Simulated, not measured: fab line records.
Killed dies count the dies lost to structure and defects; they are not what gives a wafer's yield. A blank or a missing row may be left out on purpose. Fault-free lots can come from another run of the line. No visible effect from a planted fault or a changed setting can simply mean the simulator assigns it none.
2 desks looking at one fault ; flow nandHarc ; each desk has only its own numbers; what lay behind them comes last

AT THE METROLOGY DESK
What the gauges read for every lot (on any tool): the sampled wafers with a number, averaged. The brackets show how far a lot's mean lies from the usual mean; more than 4 standard deviations puts the lot out of limits, marked OUT.
Columns: A = thkNm at NHARC_THIN_TSV_THK_MEAS_02, usual 3013 nm
lot;first seen here;A
L111;day 18 15:28;3076
L110;day 18 17:51;2747
L109;day 18 21:42;3065
L114;day 18 22:53;3111
L113;day 19 04:26;2894
L115;day 19 11:17;2966
L112;day 19 12:30;3074
L116;day 20 02:41;3061
L118;day 20 16:28;2885
L119;day 21 01:38;3009
L125;day 22 20:45;3159
L123;day 22 21:56;3074
This desk found nothing out of limits on any of the 12 lots.

TOOL OWNER'S DESK, rieDiel-07
The tool's own readings at NHARC_P_M2_ETCH_28 (etches the open film in CF4/N2, target depth 30 nm, time 72.99 s): means of the sampled wafers that have a number, for each lot that ran on this tool. The brackets show how far a lot's mean lies from the usual mean; more than 4 standard deviations puts the lot out of limits, marked OUT.
Columns: A = drypumpMotorCurrentA at NHARC_P_M2_ETCH_28, usual 6.0 A; B = oesProductAu at NHARC_P_M2_ETCH_28, usual 0.997 a.u.; C = rfFwdPowerW at NHARC_P_M2_ETCH_28, usual 297.5 W; D = rfVppV at NHARC_P_M2_ETCH_28, usual 314.8 V; E = showerheadPlenumPTorr at NHARC_P_M2_ETCH_28, usual 2.67 Torr; F = throttleValvePct at NHARC_P_M2_ETCH_28, usual 19.794 %
lot;first seen here;A;B;C;D;E;F
L109;day 6 08:19;5.9;1.000;297.5;314.4;2.66;19.791
L111;day 6 20:29;6.2;1.004;296.9;315.9;2.72;19.784
L110;day 6 20:58;6.4;0.992;297.6;316.3;2.72;19.792
L113;day 7 04:49;6.0;0.996;298.4;313.4;2.61;19.803
L112;day 7 09:26;6.4;0.989;297.0;315.0;2.73;19.789
L114;day 7 11:07;5.7;0.985;297.8;312.8;2.54;19.792
L116;day 7 21:27;5.8;0.996;298.1;315.2;2.65;19.791
L118;day 8 07:41;5.8;0.992;297.4;314.8;2.65;19.796
This desk found nothing out of limits on any of the 8 lots.

TAKEN TOGETHER
From the metrology desk's view, nothing was out of limits.
The tool owner's desk saw nothing out of limits.

WHAT THE SIMULATOR PUT IN
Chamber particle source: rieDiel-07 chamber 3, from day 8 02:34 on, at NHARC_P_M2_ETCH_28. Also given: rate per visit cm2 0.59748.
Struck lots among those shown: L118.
